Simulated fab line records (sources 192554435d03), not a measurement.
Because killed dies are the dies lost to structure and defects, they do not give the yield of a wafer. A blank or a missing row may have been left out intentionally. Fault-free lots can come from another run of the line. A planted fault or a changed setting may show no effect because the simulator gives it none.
fab line records + flow n5Finfet
record:
- lots: 11
- wafers: 31
- lastDay: 17
route steps=1938 shown BEOL_M15@1786 PASSIVATION@1936
lots with no fault: from the same line, run without faults
startH: the number of hours between the record's first day and the start of the first shown wafer of the lot + waitH: hours elapsed since this lot's preceding step + " identical to the entry in the row above + L1.1+2: several wafers, shown together as one row + - value missing, or start not given + * or withheld: withheld + < > ~ a bound
route shown NAME@n: names a module that has steps shown in the file, with the first one's number in the route + usual: mean/standard deviation of fault-free wafers + same: alike in all rows + chamber/n: place in a boat + sites: each site's reading + _std_site: standard deviation of those values + _edge_site: the outer-site mean with the inner-site mean subtracted + radiusMm: for every site, how far away it sits from the centre of the wafer + mask NAME#n: copy n + behind: the last tool/chamber to shape the wafer + hold: cause of the lot's hold/its duration in hours/its outcome + device: whichever transistor did not switch (one of n, p or np) + end of line: the route-end tests of the same wafers + a step with no rows: only its recipe + killed: count of dies lost to structure and defects at first sort (not the wafer's yield) + map: the dies of a wafer, with x for killed, . for not killed, _ for no die there
set.NAME: the run value of the setting; set.NAME@STEP: its run value at that earlier step + model.NAME: the simulator's own value behind a step, which no gauge read
route steps across a sampled set of lots; one table per step, one row per wafer
services: from which hour (startH, from the record's first day; less than 0 if before it) a tool's chamber was out of use, for how many hours, and why
== steps ==
step: N5_BEOL_M15_DESCUM_15
recipe:
- chemistry: O2
- timeS: 7.9
- sourcePowerW: 50
- biasPowerW: 20
- pressureMtorr: 20
- rfFrequencyHz: 2.712e+07
- tempC: 40
- o2FlowSccm: 225
usual:
- drypumpMotorCurrentA: 5.8/0.38
- o2FlowSccm: 225.0/0.71
- oesProductAu: 0.78/0.058
- rfVppV: 243.3/1.4
- showerheadPlenumPTorr: 2.11/0.088
- throttleValvePct: 20.47/0.28
| lot.wafer | tool       | chamber | startH | waitH | drypumpMotorCurrentA | o2FlowSccm | oesProductAu | rfHoursCounterH | rfVppV | showerheadPlenumPTorr | throttleValvePct |
|-----------|------------|---------|--------|-------|----------------------|------------|--------------|-----------------|--------|-----------------------|------------------|
| L788.1    | rieDiel-06 | 0       | 256.24 | 0.0   | 5.6                  | 224.6      | 0.71         | 222             | 241.7  | 2.01                  | 20.75            |
| L788.3    | "          | 1       | "      | "     | 6.2                  | 224.4      | 0.83         | 72              | 241.6  | 2.03                  | 20.09            |
| L788.6    | "          | 2       | "      | "     | 6.0                  | 225.8      | 0.80         | -               | 244.8  | 2.22                  | 20.41            |
| L787.2    | rieDiel-06 | 2       | 260.78 | 0.0   | 6.0                  | 225.1      | 0.80         | 104             | 245.7  | 2.22                  | 20.43            |
| L787.4    | "          | 1       | "      | "     | 6.2                  | 226.1      | 0.83         | 74              | 243.6  | 2.03                  | 20.10            |
| L787.5    | "          | 3       | "      | "     | 5.6                  | 224.8      | 0.73         | -               | 242.9  | 2.17                  | 20.39            |
| L790.2    | rieDiel-02 | 1       | 263.43 | 0.1   | 5.6                  | 224.3      | 0.85         | 73              | 245.8  | 2.24                  | 20.34            |
| L790.3    | "          | 2       | "      | "     | 6.5                  | 224.8      | 0.76         | 110             | 242.3  | 2.02                  | 20.92            |
| L790.6    | "          | 1       | "      | "     | 5.6                  | 224.8      | 0.86         | -               | 246.3  | 2.24                  | 20.34            |
| L794.2    | rieDiel-02 | 2       | 284.38 | 0.0   | 6.5                  | 225.0      | 0.74         | 116             | 242.0  | 2.02                  | 20.93            |
| L794.3    | "          | 1       | "      | "     | 5.6                  | 224.3      | 0.85         | 79              | 245.3  | 2.23                  | 20.37            |
| L794.4    | "          | 0       | "      | "     | 5.1                  | 224.4      | 0.72         | 190             | 243.4  | 2.19                  | 20.86            |
| L796.1    | rieDiel-02 | 2       | 301.73 | 0.0   | 6.5                  | 224.8      | 0.76         | 121             | 241.4  | 2.02                  | 20.92            |
| L796.3    | "          | 1       | "      | "     | 5.6                  | 224.6      | 0.85         | 85              | 244.9  | 2.23                  | 20.35            |
| L796.6    | "          | 3       | "      | "     | 5.9                  | 224.5      | 0.81         | -               | 245.7  | 2.22                  | 20.04            |
| L802.1    | rieDiel-04 | 0       | 337.04 | 0.3   | 5.6                  | 225.4      | 0.85         | 64              | 240.4  | 2.05                  | 20.26            |
| L802.3    | "          | 2       | "      | "     | 5.4                  | 225.1      | 0.77         | 141             | 241.1  | 2.00                  | 20.55            |
| L802.5    | "          | 3       | "      | "     | 6.0                  | 226.1      | 0.82         | -               | 243.5  | 2.12                  | 20.57            |
| L803.3    | rieDiel-04 | 0       | 348.00 | 0.0   | 5.7                  | 226.3      | 0.84         | 68              | 242.4  | 2.04                  | 20.28            |
| L803.4    | "          | 2       | "      | "     | 5.3                  | 225.6      | 0.77         | 146             | 242.8  | 2.00                  | 20.53            |
| L803.6    | "          | 2       | "      | "     | 5.3                  | 225.6      | 0.77         | -               | 243.3  | 2.00                  | 20.56            |
| L806.3    | rieDiel-04 | 2       | 351.80 | 0.0   | 5.3                  | 226.3      | 0.78         | 147             | 241.8  | 2.00                  | 20.55            |
| L806.4    | "          | 1       | "      | "     | 5.5                  | 224.5      | 0.96         | 3               | 243.0  | 2.04                  | 20.03            |
| L808.2    | rieDiel-04 | 3       | 373.96 | 0.0   | 6.0                  | 224.5      | 0.79         | 86              | 243.9  | 2.11                  | 20.58            |
| L808.3    | "          | 0       | "      | "     | 5.6                  | 223.8      | 0.82         | 72              | 240.8  | 2.04                  | 20.26            |
| L808.5    | "          | 2       | "      | "     | 5.4                  | 225.7      | 0.75         | -               | 240.4  | 2.00                  | 20.58            |
| L809.1    | rieDiel-06 | 1       | 376.06 | 0.0   | 6.2                  | 225.1      | 0.78         | 110             | 242.3  | 2.02                  | 20.15            |
| L809.5    | "          | 2       | "      | "     | 6.0                  | 224.4      | 0.77         | -               | 244.8  | 2.20                  | 20.48            |
| L810.2    | rieDiel-04 | 1       | 382.27 | 0.0   | 5.5                  | 224.7      | 0.93         | 9               | 242.7  | 2.04                  | 20.03            |
| L810.3    | "          | 0       | "      | "     | 5.6                  | 224.7      | 0.82         | 75              | 241.5  | 2.04                  | 20.26            |
| L810.6    | "          | 0       | "      | "     | 5.7                  | 223.8      | 0.83         | -               | 242.7  | 2.04                  | 20.27            |
step: N5_BEOL_M15_ETCH_57
recipe:
- chemistry: N2/H2
- target: SOC
- sourceW: 3000
- biasW: 350
- timeS: 750
- ionEnergyEv: 200
- pressureMtorr: 30
- n2FlowSccm: 200
- h2FlowSccm: 200
usual:
- drypumpMotorCurrentA: 5.7/0.37
- oesProductAu: 0.78/0.057
- rfVppV: 523.8/2.6
- showerheadPlenumPTorr: 2.54/0.094
- throttleValvePct: 17.75/0.26
| lot.wafer | tool       | chamber | startH | waitH | drypumpMotorCurrentA | oesProductAu | rfHoursCounterH | rfVppV | showerheadPlenumPTorr | throttleValvePct |
|-----------|------------|---------|--------|-------|----------------------|--------------|-----------------|--------|-----------------------|------------------|
| L788.1    | rieDiel-06 | 0       | 256.84 | -     | 5.6                  | 0.70         | 222             | 519.9  | 2.40                  | 17.87            |
| L788.3    | "          | 1       | "      | "     | 6.2                  | 0.82         | 72              | 520.6  | 2.49                  | 17.51            |
| L788.6    | "          | 0       | "      | "     | 5.6                  | 0.70         | -               | 521.5  | 2.40                  | 17.88            |
| L787.2    | rieDiel-06 | 0       | 261.38 | -     | 5.6                  | 0.71         | 224             | 520.0  | 2.40                  | 17.85            |
| L787.4    | "          | 3       | "      | "     | 5.6                  | 0.74         | 186             | 527.1  | 2.63                  | 17.73            |
| L787.5    | "          | 0       | "      | "     | 5.6                  | 0.71         | -               | 519.6  | 2.40                  | 17.88            |
| L790.2    | rieDiel-04 | 0       | 264.03 | -     | 5.7                  | 0.89         | 38              | 522.9  | 2.48                  | 17.45            |
| L790.3    | "          | 3       | "      | "     | 6.0                  | 0.86         | 49              | 524.4  | 2.57                  | 17.80            |
| L790.6    | "          | 1       | "      | "     | 5.5                  | 0.69         | -               | 521.7  | 2.49                  | 17.76            |
| L794.2    | rieDiel-06 | 2       | 284.98 | -     | 6.0                  | 0.79         | 114             | 527.9  | 2.65                  | 17.48            |
| L794.3    | "          | 1       | "      | "     | 6.2                  | 0.81         | 84              | 521.1  | 2.48                  | 17.55            |
| L794.4    | "          | 3       | "      | "     | 5.5                  | 0.73         | 196             | 525.9  | 2.63                  | 17.73            |
| L796.1    | rieDiel-02 | 0       | 302.32 | -     | 5.1                  | 0.72         | 196             | 526.3  | 2.63                  | 18.01            |
| L796.3    | "          | 1       | "      | "     | 5.6                  | 0.85         | 85              | 528.0  | 2.69                  | 17.70            |
| L796.6    | "          | 0       | "      | "     | 5.1                  | 0.71         | -               | 527.4  | 2.63                  | 18.02            |
| L802.1    | rieDiel-04 | 3       | 337.64 | -     | 6.0                  | 0.83         | 75              | 523.6  | 2.56                  | 17.83            |
| L802.3    | "          | 2       | "      | "     | 5.4                  | 0.76         | 142             | 521.5  | 2.43                  | 17.93            |
| L802.5    | "          | 0       | "      | "     | 5.6                  | 0.85         | -               | 521.3  | 2.47                  | 17.48            |
| L803.3    | rieDiel-06 | 0       | 348.61 | -     | 5.6                  | 0.69         | 244             | 520.0  | 2.40                  | 17.92            |
| L803.4    | "          | 1       | "      | "     | 6.2                  | 0.79         | 101             | 522.1  | 2.48                  | 17.57            |
| L803.6    | "          | 1       | "      | "     | 6.2                  | 0.78         | -               | 521.9  | 2.47                  | 17.57            |
| L806.3    | rieDiel-02 | 1       | 352.40 | -     | 5.7                  | 0.82         | 101             | 528.0  | 2.69                  | 17.73            |
| L806.4    | "          | 2       | "      | "     | 6.5                  | 0.74         | 138             | 520.2  | 2.44                  | 18.21            |
| L808.2    | rieDiel-02 | 2       | 374.72 | -     | 6.5                  | 0.72         | 145             | 521.5  | 2.44                  | 18.24            |
| L808.3    | "          | 3       | "      | "     | 5.8                  | 0.78         | 124             | 527.4  | 2.65                  | 17.27            |
| L808.5    | "          | 2       | "      | "     | 6.5                  | 0.73         | -               | 521.8  | 2.44                  | 18.21            |
| L809.1    | rieDiel-04 | 3       | 376.65 | -     | 6.0                  | 0.81         | 88              | 524.3  | 2.55                  | 17.86            |
| L809.5    | "          | 3       | "      | "     | 6.0                  | 0.81         | -               | 525.5  | 2.55                  | 17.85            |
| L810.2    | rieDiel-02 | 2       | 382.95 | -     | 6.5                  | 0.74         | 148             | 520.7  | 2.44                  | 18.24            |
| L810.3    | "          | 1       | "      | "     | 5.6                  | 0.81         | 111             | 527.3  | 2.68                  | 17.76            |
| L810.6    | "          | 3       | "      | "     | 5.9                  | 0.77         | -               | 525.7  | 2.65                  | 17.27            |
step: N5_BEOL_M15_PEB_26
recipe:
- pebTempC: 130
- pebTimeS: 90
| lot.wafer  | tool          | chamber | startH | waitH |
|------------|---------------|---------|--------|-------|
| L788.1+3+6 | lithoTrack-02 | 0       | 257.50 | 0.1   |
| L787.2+4+5 | lithoTrack-03 | 0       | 262.16 | 0.0   |
| L790.2+3+6 | lithoTrack-03 | 0       | 264.69 | 0.0   |
| L794.2+3+4 | lithoTrack-02 | 0       | 285.64 | 0.0   |
| L796.1+3+6 | lithoTrack-03 | 0       | 302.98 | 0.1   |
| L802.1+3+5 | lithoTrack-02 | 0       | 338.42 | 0.1   |
| L803.3+4+6 | lithoTrack-02 | 0       | 349.40 | 0.0   |
| L806.3+4   | lithoTrack-05 | 0       | 353.06 | 0.0   |
| L808.2+3+5 | lithoTrack-03 | 0       | 375.38 | 0.0   |
| L809.1+5   | lithoTrack-05 | 0       | 377.31 | 0.1   |
| L810.2+3+6 | lithoTrack-02 | 0       | 383.73 | 0.0   |
step: N5_BEOL_M15_CD_MEAS_28
recipe:
- targetCdNm: 407.6
- landingEnergyEv: 500
- detector: seInlens
usual:
- cdNm: 407.6/1.5
| lot.wafer | tool     | chamber | startH | waitH | cdNm  |
|-----------|----------|---------|--------|-------|-------|
| L788.1    | cdSem-01 | 0       | 257.61 | -     | 408.2 |
| L788.3    | "        | 0       | "      | "     | 407.5 |
| L788.6    | "        | 0       | "      | "     | 408.4 |
| L787.2    | cdSem-03 | 0       | 262.28 | -     | 407.5 |
| L787.4    | "        | 0       | "      | "     | 408.4 |
| L787.5    | "        | 0       | "      | "     | 406.5 |
| L790.2    | cdSem-03 | 0       | 264.81 | -     | 409.0 |
| L790.3    | "        | 0       | "      | "     | 407.7 |
| L790.6    | "        | 0       | "      | "     | 407.8 |
| L794.2    | cdSem-03 | 0       | 285.76 | -     | 409.1 |
| L794.3    | "        | 0       | "      | "     | 413.0 |
| L794.4    | "        | 0       | "      | "     | 410.2 |
| L796.1    | cdSem-01 | 0       | 303.10 | -     | 412.5 |
| L796.3    | "        | 0       | "      | "     | 413.3 |
| L796.6    | "        | 0       | "      | "     | 412.4 |
| L802.1    | cdSem-03 | 0       | 338.54 | -     | 409.4 |
| L802.3    | "        | 0       | "      | "     | 408.2 |
| L802.5    | "        | 0       | "      | "     | 408.6 |
| L803.3    | cdSem-02 | 0       | 349.51 | -     | 406.5 |
| L803.4    | "        | 0       | "      | "     | 406.2 |
| L803.6    | "        | 0       | "      | "     | 409.2 |
| L806.3    | cdSem-01 | 0       | 353.17 | -     | 407.8 |
| L806.4    | "        | 0       | "      | "     | 410.2 |
| L808.2    | cdSem-02 | 0       | 375.49 | -     | 406.4 |
| L808.3    | "        | 0       | "      | "     | 407.7 |
| L808.5    | "        | 0       | "      | "     | 405.5 |
| L809.1    | cdSem-02 | 0       | 377.43 | -     | 407.2 |
| L809.5    | "        | 0       | "      | "     | 406.8 |
| L810.2    | cdSem-02 | 0       | 383.85 | -     | 408.2 |
| L810.3    | "        | 0       | "      | "     | 410.0 |
| L810.6    | "        | 0       | "      | "     | 408.7 |
step: N5_BEOL_M15_PRE_CLEAN_42
recipe:
- gas: H2/He
- timeS: 30
- tempC: 300
usual:
- heaterPowerW: 486/43
| lot.wafer | tool          | chamber | startH | waitH | heaterPowerW |
|-----------|---------------|---------|--------|-------|--------------|
| L788.1    | pvdSputter-01 | -       | 262.30 | 0.0   | 402          |
| L788.3    | "             | -       | "      | "     | 529          |
| L788.6    | "             | -       | "      | "     | 455          |
| L787.2    | pvdSputter-01 | -       | 266.82 | 0.0   | 537          |
| L787.4    | "             | -       | "      | "     | 460          |
| L787.5    | "             | -       | "      | "     | 531          |
| L790.2    | pvdSputter-03 | -       | 267.33 | 0.0   | 514          |
| L790.3    | "             | -       | "      | "     | 420          |
| L790.6    | "             | -       | "      | "     | 509          |
| L794.2    | pvdSputter-02 | -       | 288.59 | 0.0   | 513          |
| L794.3    | "             | -       | "      | "     | 472          |
| L794.4    | "             | -       | "      | "     | 525          |
| L796.1    | pvdSputter-02 | -       | 306.54 | 0.0   | 519          |
| L796.3    | "             | -       | "      | "     | 484          |
| L796.6    | "             | -       | "      | "     | 524          |
| L802.1    | pvdSputter-03 | -       | 340.42 | 0.0   | 520          |
| L802.3    | "             | -       | "      | "     | 445          |
| L802.5    | "             | -       | "      | "     | 434          |
| L803.3    | pvdSputter-03 | -       | 352.14 | 0.0   | 438          |
| L803.4    | "             | -       | "      | "     | 460          |
| L803.6    | "             | -       | "      | "     | 424          |
| L806.3    | pvdSputter-03 | -       | 361.55 | 0.0   | 430          |
| L806.4    | "             | -       | "      | "     | 462          |
| L808.2    | pvdSputter-03 | -       | 376.31 | 0.0   | 441          |
| L808.3    | "             | -       | "      | "     | 534          |
| L808.5    | "             | -       | "      | "     | 530          |
| L809.1    | pvdSputter-01 | -       | 379.46 | 0.0   | 472          |
| L809.5    | "             | -       | "      | "     | 513          |
| L810.2    | pvdSputter-02 | -       | 384.90 | 0.0   | 526          |
| L810.3    | "             | -       | "      | "     | 514          |
| L810.6    | "             | -       | "      | "     | 479          |
step: N5_PASSIVATION_PROBE_49
usual:
- defectLimitedYield: 91.5/1.4
- killed_at_M0_to_M3: 32/9.7
- killed_at_M4_up: 14/5.3
- killedAtContacts: 11/6
- killedAtFrontEnd: 39/14
- killedAtOther: 3.3/2.7
- killedDies: 100/17
- killedOpen: 66/13
- killedShort: 32/7.4
- sort_bin_5_function: 4.9/0.9
- sort_bin_6_memory: 3.2/0.72
- sortNPass: 1080/17
- sortYieldPct: 91.5/1.4
same:
- grossDies: 1180
- killedAtBackSide: 0
- sort_bin_4_leakage[%]: 0
- sort_bin_8_speed[%]: 0
| lot.wafer | tool      | chamber | startH | waitH | defectLimitedYield[%] | killed_at_M0_to_M3 | killed_at_M4_up | killedAtContacts | killedAtFrontEnd | killedAtOther | killedDies | killedOpen | killedShort | sort_bin_5_function[%] | sort_bin_6_memory[%] | sortNPass | sortYieldPct[%] |
|-----------|-----------|---------|--------|-------|-----------------------|--------------------|-----------------|------------------|------------------|---------------|------------|------------|-------------|------------------------|----------------------|-----------|-----------------|
| L794.2    | prober-01 | -       | 307.84 | 0.1   | 90.0                  | 28                 | 29              | 9                | 52               | 0             | 118        | 74         | 40          | 5.3                    | 4.1                  | 1062      | 90.0            |
| L794.3    | prober-01 | -       | 307.89 | 0.1   | 94.1                  | 15                 | 18              | 9                | 21               | 7             | 70         | 51         | 19          | 3.0                    | 2.7                  | 1110      | 94.1            |
| L794.4    | prober-01 | -       | 307.94 | 0.2   | 91.6                  | 34                 | 22              | 7                | 35               | 1             | 99         | 60         | 35          | 5.2                    | 3.1                  | 1081      | 91.6            |
| L802.1    | prober-02 | -       | 355.56 | 0.0   | 91.6                  | 29                 | 14              | 17               | 34               | 5             | 99         | 70         | 28          | 5.6                    | 2.7                  | 1081      | 91.6            |
| L802.5    | prober-02 | -       | 355.76 | 0.2   | 91.1                  | 39                 | 10              | 12               | 35               | 9             | 105        | 68         | 37          | 4.8                    | 3.2                  | 1075      | 91.1            |
| L803.3    | prober-02 | -       | 367.95 | 0.1   | 93.9                  | 28                 | 8               | 4                | 31               | 1             | 72         | 44         | 27          | 3.3                    | 2.2                  | 1108      | 93.9            |
| L806.3    | prober-02 | -       | 377.55 | 0.1   | 90.8                  | 26                 | 7               | 30               | 46               | 0             | 109        | 79         | 29          | 5.8                    | 3.0                  | 1071      | 90.8            |
| L806.4    | prober-02 | -       | 377.60 | 0.2   | 89.5                  | 24                 | 10              | 21               | 67               | 2             | 124        | 80         | 42          | 5.9                    | 4.1                  | 1056      | 89.5            |
| L808.2    | prober-02 | -       | 392.33 | 0.1   | 90.8                  | 52                 | 25              | 2                | 28               | 1             | 108        | 70         | 35          | 5.4                    | 3.3                  | 1072      | 90.8            |
| L808.3    | prober-02 | -       | 392.38 | 0.1   | 91.8                  | 39                 | 15              | 2                | 41               | 0             | 97         | 61         | 28          | 4.3                    | 2.9                  | 1083      | 91.8            |
| L808.5    | prober-02 | -       | 392.48 | 0.2   | 89.4                  | 40                 | 21              | 8                | 55               | 1             | 125        | 80         | 36          | 5.5                    | 4.2                  | 1055      | 89.4            |
| L809.1    | prober-01 | -       | 398.41 | 0.0   | 91.9                  | 16                 | 13              | 18               | 45               | 3             | 95         | 62         | 29          | 4.8                    | 3.1                  | 1085      | 91.9            |
| L809.5    | prober-01 | -       | 398.61 | 0.2   | 87.4                  | 51                 | 22              | 8                | 63               | 5             | 149        | 96         | 52          | 6.9                    | 5.1                  | 1031      | 87.4            |
| L810.2    | prober-01 | -       | 403.01 | 0.1   | 93.2                  | 21                 | 7               | 11               | 41               | 0             | 80         | 61         | 16          | 3.3                    | 2.9                  | 1100      | 93.2            |
| L810.3    | prober-01 | -       | 403.06 | 0.1   | 92.9                  | 15                 | 11              | 7                | 46               | 5             | 84         | 50         | 34          | 4.7                    | 1.9                  | 1096      | 92.9            |
| L810.6    | prober-01 | -       | 403.21 | 0.3   | 92.0                  | 24                 | 22              | 13               | 27               | 8             | 94         | 64         | 30          | 4.7                    | 3.0                  | 1086      | 92.0            |
killed by level:class
L794.2 BEOL_M4:geometricParticle:open=20 FIN_SAQP:geometricParticle:short=10 DUMMY_GATE:geometricParticle:open=9 BEOL_M0_SAQP:geometricParticle:open=8 MOL_CONTACT_COAG:geometricParticle:open=7 BEOL_M3:geometricParticle:open=7 STI_FIN_REVEAL:geometricParticle:open=4 ILD0:geometricParticle:short=4
L794.3 BEOL_M4:geometricParticle:open=12 MOL_CONTACT_COAG:geometricParticle:open=9 BEOL_M0_SAQP:geometricParticle:short=6 GATE_CUT:geometricParticle:short=5 BEOL_M0_SAQP:geometricParticle:open=5 FIN_SAQP:geometricParticle:open=4 MIM_TOP_ETCH:geometricParticle:open=4 DUMMY_GATE:geometricParticle:open=3
L794.4 BEOL_M4:geometricParticle:open=17 BEOL_M2:geometricParticle:open=9 BEOL_M0_SAQP:geometricParticle:open=8 BEOL_M0_SAQP:geometricParticle:short=8 GATE_CUT:geometricParticle:short=7 MOL_CONTACT_COAG:geometricParticle:open=5 STI_FIN_REVEAL:geometricParticle:open=4 SD_EPI_N:coatMicrobubblePrinted=4
L802.1 MOL_CONTACT_COAG:geometricParticle:open=14 STI_FIN_REVEAL:geometricParticle:open=11 BEOL_M4:geometricParticle:open=11 BEOL_M0:geometricParticle:open=7 BEOL_M0_SAQP:geometricParticle:short=6 FIN_SAQP:geometricParticle:short=5 DUMMY_GATE:geometricParticle:short=4 BEOL_M0_SAQP:geometricParticle:open=4
L802.5 BEOL_M0_SAQP:geometricParticle:short=20 STI_FIN_REVEAL:geometricParticle:open=14 MOL_CONTACT_COAG:geometricParticle:open=12 BEOL_M0_SAQP:geometricParticle:open=7 FIN_SAQP:geometricParticle:open=5 BEOL_M3:geometricParticle:open=5 BEOL_M4:geometricParticle:open=5 BEOL_M2:geometricParticle:open=4
L803.3 GATE_CUT:geometricParticle:short=6 BEOL_M3:geometricParticle:open=6 GATE_CUT:geometricParticle:open=5 STI_FIN_REVEAL:geometricParticle:open=5 BEOL_M0_SAQP:geometricParticle:short=5 FIN_SAQP:geometricParticle:short=4 FIN_SAQP:geometricParticle:open=3 BEOL_M0_SAQP:geometricParticle:open=3
L806.3 MOL_CONTACT_COAG:geometricParticle:open=28 FIN_SAQP:geometricParticle:open=10 FIN_SAQP:geometricParticle:short=9 BEOL_M0_SAQP:geometricParticle:open=8 STI_FIN_REVEAL:geometricParticle:open=7 BEOL_M1:geometricParticle:short=7 STARTING-WAFER:geometricParticle:open=7 BEOL_M0_SAQP:geometricParticle:short=4
L806.4 STI_FIN_REVEAL:geometricParticle:open=18 MOL_CONTACT_COAG:geometricParticle:open=16 FIN_SAQP:geometricParticle:open=15 FIN_SAQP:geometricParticle:short=12 MOL_CONTACT_COAG:geometricParticle:short=5 BEOL_M1:geometricParticle:short=5 BEOL_M2:geometricParticle:open=5 DUMMY_GATE:geometricParticle:open=4
L808.2 BEOL_M0_SAQP:geometricParticle:open=19 BEOL_M0_SAQP:geometricParticle:short=13 BEOL_M3:geometricParticle:open=9 FIN_SAQP:geometricParticle:open=8 BEOL_M4:geometricParticle:open=8 BEOL_M1:geometricParticle:open=6 FIN_SAQP:geometricParticle:short=5 BEOL_M5:geometricParticle:short=4
L808.3 BEOL_M0_SAQP:geometricParticle:open=15 FIN_SAQP:geometricParticle:open=12 BEOL_M0_SAQP:geometricParticle:short=10 BEOL_M4:geometricParticle:open=10 FIN_SAQP:geometricParticle:short=8 HKMG_FIN:areaEtch=7 BEOL_M1:geometricParticle:open=6 BEOL_M3:geometricParticle:open=4
L808.5 FIN_SAQP:geometricParticle:short=10 FIN_SAQP:geometricParticle:open=10 BEOL_M0_SAQP:geometricParticle:open=10 BEOL_M3:geometricParticle:open=10 HKMG_FIN:areaEtch=8 BEOL_M1:geometricParticle:open=7 MOL_CONTACT_COAG:geometricParticle:open=6 BEOL_M4:geometricParticle:open=5
L809.1 MOL_CONTACT_COAG:geometricParticle:open=13 FIN_SAQP:geometricParticle:open=8 STI_FIN_REVEAL:geometricParticle:open=7 BEOL_M3:geometricParticle:open=6 ILD0:geometricParticle:open=5 GATE_CUT:geometricParticle:short=5 MOL_CONTACT_COAG:geometricParticle:short=5 BEOL_M4:geometricParticle:open=5
L809.5 STI_FIN_REVEAL:geometricParticle:open=23 BEOL_M0_SAQP:geometricParticle:open=10 BEOL_M2:geometricParticle:open=10 BEOL_M0_SAQP:geometricParticle:short=8 BEOL_M3:geometricParticle:open=8 GATE_CUT:geometricParticle:short=7 MOL_CONTACT_COAG:geometricParticle:open=7 BEOL_M4:geometricParticle:open=7
L810.2 STI_FIN_REVEAL:geometricParticle:open=13 MOL_CONTACT_COAG:geometricParticle:open=8 FIN_SAQP:geometricParticle:open=7 BEOL_M0_SAQP:geometricParticle:open=7 STARTING-WAFER:geometricParticle:open=6 GATE_CUT:geometricParticle:short=4 BEOL_M0_SAQP:geometricParticle:short=4 BEOL_M3:geometricParticle:open=4
L810.3 STI_FIN_REVEAL:geometricParticle:open=10 GATE_CUT:geometricParticle:short=7 GATE_CUT:geometricParticle:open=6 MOL_CONTACT_COAG:geometricParticle:open=6 FIN_SAQP:geometricParticle:short=5 FIN_SAQP:geometricParticle:open=5 STI_FIN_REVEAL:geometricParticle:short=4 BEOL_M3:geometricParticle:open=4
L810.6 MOL_CONTACT_COAG:geometricParticle:open=11 STI_FIN_REVEAL:geometricParticle:open=8 BEOL_M0_SAQP:geometricParticle:open=7 BEOL_M4:geometricParticle:open=7 BEOL_M5:geometricParticle:open=5 GATE_CUT:geometricParticle:short=4 BEOL_M1:geometricParticle:open=4 PASS1_CAP:geometricParticle:short=4
== services ==
| tool          | chamber | startH | hours | kind                         |
|---------------|---------|--------|-------|------------------------------|
| rieDiel-02    | 3       | 240.22 | 32.8  | repair                       |
| rieDiel-04    | 1       | 279.44 | 3.4   | repair                       |
| lithoTrack-05 | -       | 285.30 | -     | consumableReplace:filter     |
| rieDiel-04    | 2       | 293.66 | 8.2   | repair                       |
| rieDiel-06    | 1       | 311.17 | 5.3   | repair                       |
| rieDiel-04    | 1       | 317.63 | -     | clean                        |
| rieDiel-04    | 1       | 317.63 | -     | consumableReplace:focusRing  |
| rieDiel-04    | 1       | 317.63 | 25.8  | scheduledDown                |
| rieDiel-04    | 1       | 317.63 | 25.8  | ventCycle                    |
| lithoTrack-02 | -       | 318.84 | -     | consumableReplace:filter     |
| lithoTrack-02 | -       | 323.04 | -     | consumableReplace:filter     |
| pvdSputter-03 | -       | 355.18 | 4.5   | repair                       |
| rieDiel-04    | 0       | 360.69 | 4.7   | repair                       |
| rieDiel-04    | 2       | 360.94 | 2.5   | repair                       |
| rieDiel-06    | 0       | 367.05 | -     | clean                        |
| rieDiel-06    | 0       | 367.05 | -     | consumableReplace:focusRing  |
| rieDiel-06    | 0       | 367.05 | -     | consumableReplace:showerhead |
| rieDiel-06    | 0       | 367.05 | 23.0  | scheduledDown                |
| rieDiel-06    | 0       | 367.05 | 23.0  | ventCycle                    |
| rieDiel-04    | 1       | 371.84 | 5.3   | repair                       |
== key ==
firstSign:
- step: N5_BEOL_M15_CD_MEAS_28
- reading: cdNm
- direction: up
- sigmas: 3.5
- usual: 407.6
- struck: 412.7
effect none on later readings
metAt N5_BEOL_M15_PEB_26
struckLots L796
notActingAt N5_BEOL_M15_DESCUM_15,N5_BEOL_M15_ETCH_57,N5_BEOL_M15_PRE_CLEAN_42
onsetBetween 264.69 302.98
fault:
- kind: processParameterDrift
- tool: lithoTrack-03
- chamber: -
- onsetH: 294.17
- steps: N5_BEOL_M15_PEB_26
- channel: pebTimeS
- offset: *
- shape: step
- endH: 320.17
- actsIn: *
- stated: *
